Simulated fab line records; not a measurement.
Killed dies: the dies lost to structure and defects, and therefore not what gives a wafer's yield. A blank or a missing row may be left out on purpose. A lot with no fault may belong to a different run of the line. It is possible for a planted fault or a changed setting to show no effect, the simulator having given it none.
Commonality check across tools | flow nandHarc | Sample size 12 lots and 42 wafers

THE REASON FOR OPENING IT
At NHARC_A_CHANNEL_HOLE_D1_CD_MEAS_30 the reading cdNm is flagged on 2 of 12 lots. No-fault wafers: 90.3 nm, standard deviation 1.4.
Rule: flag the lot when none of its wafers has a number, or when each of its wafers that has one lies beyond 4 standard deviations from that mean. All remaining lots are regarded as sound.

lot  | measured     | on       | cdNm (nm), wafer by wafer | flag
L323 | day 8 22:20  | cdSem-01 | 89.7 90.0 89.9            | 
L325 | day 9 12:56  | cdSem-02 | 91.1 92.0 91.7            | 
L326 | day 10 01:48 | cdSem-03 | 88.8 89.9 90.6            | 
L329 | day 11 12:15 | cdSem-02 | 90.8 92.1 89.9            | 
L332 | day 12 17:28 | cdSem-02 | 89.9 87.9 88.2            | 
L337 | day 14 23:07 | cdSem-03 | 0.9 1.2 1.3 1.0 1.0 1.5   | FLAGGED
L338 | day 15 16:30 | cdSem-03 | 0.1 -0.2 0.2 0.0 -0.2 0.1 | FLAGGED
L340 | day 15 20:24 | cdSem-01 | 87.9 86.9 88.3            | 
L342 | day 17 08:16 | cdSem-01 | 92.3 90.7 89.6            | 
L344 | day 17 16:31 | cdSem-01 | 93.6 90.2 92.9            | 
L345 | day 17 20:59 | cdSem-03 | 90.5 88.4 91.6            | 
L346 | day 18 16:03 | cdSem-01 | 87.3 90.0 90.5            | 
The numbers of the flagged lots are 0.6 nm on average: -89.7 nm against the usual, or -64 standard deviations.

LOT BY LOT: THE TOOL USED
Before the reading, the record contains 3 process steps out of a 1302-step route. Each cell gives the tool, then ch followed by the chambers the sampled wafers passed through, then the start.
lot  | flag    | NHARC_A_CHANNEL_HOLE_D1_DEP_01  | NHARC_A_CHANNEL_HOLE_D1_DESCUM_15 | NHARC_A_CHANNEL_HOLE_D1_ETCH_21
L323 |         | pecvd-01 ch 0,1, day 8 14:52    | rieDiel-02 ch 1,2,3, day 8 15:38  | harEtch-01 ch 0,1, day 8 17:14
L325 |         | pecvd-01 ch 0,1,2, day 9 05:27  | rieDiel-02 ch 0,1,2, day 9 06:14  | harEtch-02 ch 0,1, day 9 07:50
L326 |         | pecvd-03 ch 0,1, day 9 16:14    | rieDiel-02 ch 1,2, day 9 16:59    | harEtch-02 ch 0, day 9 20:34
L329 |         | pecvd-01 ch 0,1,2, day 11 04:27 | rieDiel-02 ch 2,3, day 11 05:14   | harEtch-01 ch 0,1, day 11 07:18
L332 |         | pecvd-03 ch 0,1,2, day 12 08:37 | rieDiel-02 ch 0,1,3, day 12 09:31 | harEtch-01 ch 0,1, day 12 12:25
L337 | FLAGGED | pecvd-01 ch 0,2, day 14 15:32   | rieDiel-02 ch 0,1,3, day 14 16:25 | harEtch-01 ch 0,1, day 14 18:04
L338 | FLAGGED | pecvd-03 ch 0,2, day 15 08:40   | rieDiel-02 ch 0,1,3, day 15 09:34 | harEtch-02 ch 0,1, day 15 11:18
L340 |         | pecvd-02 ch 1,2, day 15 09:49   | rieDiel-02 ch 0,1,3, day 15 10:44 | harEtch-02 ch 0,1, day 15 15:18
L342 |         | pecvd-03 ch 1,2, day 17 00:29   | rieDiel-11 ch 0,1,3, day 17 01:25 | harEtch-01 ch 1, day 17 03:03
L344 |         | pecvd-03 ch 0,1,2, day 17 05:31 | rieDiel-02 ch 1,2,3, day 17 06:25 | harEtch-01 ch 0,1, day 17 11:23
L345 |         | pecvd-03 ch 0,2, day 17 13:27   | rieDiel-11 ch 0,1,3, day 17 14:19 | harEtch-01 ch 0,1, day 17 15:54
L346 |         | pecvd-03 ch 0,1, day 18 06:33   | rieDiel-02 ch 0,1,2, day 18 07:20 | harEtch-01 ch 0,1, day 18 10:56
What the steps here do:
- NHARC_A_CHANNEL_HOLE_D1_DEP_01: deposits SiON, target thk 140 nm.
- NHARC_A_CHANNEL_HOLE_D1_DESCUM_15: chemistry O2, time 3 s.
- NHARC_A_CHANNEL_HOLE_D1_ETCH_21: etches the open film in C4F8/O2/Ar, time 514.3 s, target depth 1600 nm.
- NHARC_A_CHANNEL_HOLE_D1_CD_MEAS_30

FLAGGED OVER TOTAL, TOOL BY TOOL (the gauges that took the reading come last)
step                               | tool       | lots run | flagged | share of the flagged lots | sound lots run after its first flagged lot
NHARC_A_CHANNEL_HOLE_D1_DEP_01     | pecvd-01   | 4        | 1       | some                      | 0
NHARC_A_CHANNEL_HOLE_D1_DEP_01     | pecvd-02   | 1        | 0       | none                      | -
NHARC_A_CHANNEL_HOLE_D1_DEP_01     | pecvd-03   | 7        | 1       | some                      | 4 (L342,L344,L345,L346)
NHARC_A_CHANNEL_HOLE_D1_DESCUM_15  | rieDiel-02 | 10       | 2       | all                       | 3 (L340,L344,L346)
NHARC_A_CHANNEL_HOLE_D1_DESCUM_15  | rieDiel-11 | 2        | 0       | none                      | -
NHARC_A_CHANNEL_HOLE_D1_ETCH_21    | harEtch-01 | 8        | 1       | some                      | 4 (L342,L344,L345,L346)
NHARC_A_CHANNEL_HOLE_D1_ETCH_21    | harEtch-02 | 4        | 1       | some                      | 1 (L340)
NHARC_A_CHANNEL_HOLE_D1_CD_MEAS_30 | cdSem-01   | 5        | 0       | none                      | -
NHARC_A_CHANNEL_HOLE_D1_CD_MEAS_30 | cdSem-02   | 3        | 0       | none                      | -
NHARC_A_CHANNEL_HOLE_D1_CD_MEAS_30 | cdSem-03   | 4        | 2       | all                       | 1 (L345)

WHAT IS ALLOWED BY THE TABLE
Rows of the table that ran all the flagged lots, 2 in number: rieDiel-02 at NHARC_A_CHANNEL_HOLE_D1_DESCUM_15; cdSem-03 at NHARC_A_CHANNEL_HOLE_D1_CD_MEAS_30.
- rieDiel-02 at NHARC_A_CHANNEL_HOLE_D1_DESCUM_15: 2 of its 10 lots flagged. Sound lots followed the first flagged one (L340, L344, L346) on it, something a lasting fault affecting the whole tool could not allow.
- cdSem-03 at NHARC_A_CHANNEL_HOLE_D1_CD_MEAS_30: 2 of its 4 lots flagged. Sound lots followed the first flagged one (L345) on it, something a lasting fault affecting the whole tool could not allow.
Every row of the table either missed a flagged lot or ran a sound lot after the first.

WHAT HAD BEEN PUT IN BY THE SIMULATOR
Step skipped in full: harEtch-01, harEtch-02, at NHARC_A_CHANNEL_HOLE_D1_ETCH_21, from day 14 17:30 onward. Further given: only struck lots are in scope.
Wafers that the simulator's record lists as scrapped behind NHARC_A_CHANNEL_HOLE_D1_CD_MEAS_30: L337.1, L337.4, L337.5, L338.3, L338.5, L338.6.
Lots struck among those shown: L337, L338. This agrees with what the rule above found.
